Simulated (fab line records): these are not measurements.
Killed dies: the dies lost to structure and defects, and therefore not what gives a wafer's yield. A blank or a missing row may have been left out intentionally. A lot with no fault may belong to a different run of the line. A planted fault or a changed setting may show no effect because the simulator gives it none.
Chamber matching / flow n5_finfet / 3 sister chambers for N5_BEOL_M3_ILD_DEP_00 on pecvd-02
The step deposits SiOC from DEMS/O2, target thk 79 nm, time 15.3 s. 3 wafers are shown with their chamber, then 12 later ones without.

== WAFERS, EACH WITH ITS CHAMBER ==
wafer=L076.3; chamber=1; throttle_valve_pct (%)=13.0
wafer=L076.4; chamber=2; throttle_valve_pct (%)=11.6
wafer=L076.6; chamber=0; throttle_valve_pct (%)=11.6

== WAFERS MISSING THEIR CHAMBER ==
wafer=L091.2; throttle_valve_pct (%)=11.7
wafer=L091.5; throttle_valve_pct (%)=11.7
wafer=L091.6; throttle_valve_pct (%)=13.1
wafer=L095.2; throttle_valve_pct (%)=13.0
wafer=L095.5; throttle_valve_pct (%)=12.9
wafer=L095.6; throttle_valve_pct (%)=11.8
wafer=L096.2; throttle_valve_pct (%)=11.9
wafer=L096.5; throttle_valve_pct (%)=13.2
wafer=L096.6; throttle_valve_pct (%)=11.5
wafer=L097.1; throttle_valve_pct (%)=12.8
wafer=L097.5; throttle_valve_pct (%)=13.3
wafer=L097.6; throttle_valve_pct (%)=11.7

== WHICH CHAMBER EACH ONE RAN IN ==
wafer=L091.2; from the rows above=can't be placed: 0 or 2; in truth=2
wafer=L091.5; from the rows above=can't be placed: 0 or 2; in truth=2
wafer=L091.6; from the rows above=1; in truth=1
wafer=L095.2; from the rows above=1; in truth=1
wafer=L095.5; from the rows above=1; in truth=1
wafer=L095.6; from the rows above=can't be placed: 0 or 2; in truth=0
wafer=L096.2; from the rows above=can't be placed: 0 or 2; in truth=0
wafer=L096.5; from the rows above=1; in truth=1
wafer=L096.6; from the rows above=can't be placed: 0 or 2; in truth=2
wafer=L097.1; from the rows above=1; in truth=1
wafer=L097.5; from the rows above=1; in truth=1
wafer=L097.6; from the rows above=can't be placed: 0 or 2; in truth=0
6 of 12 placed correctly. These rows do not allow placing 6 (true chamber among the candidates in 6). 0 placed wrongly.
How it was worked out, from the rows above alone: a wafer's distance from a chamber is the root of the sum, over the readings, of the square of ((its reading less the chamber's mean) divided by the reading's scatter). If the next closest chamber is less than 2 further off than the closest, the wafer can't be placed; otherwise it belongs to the closest. A chamber's mean is the mean of its shown wafers. The scatter (one wafer shown for each chamber): square how far every hidden wafer sits from the nearest shown wafer, average those squares and take the square root.
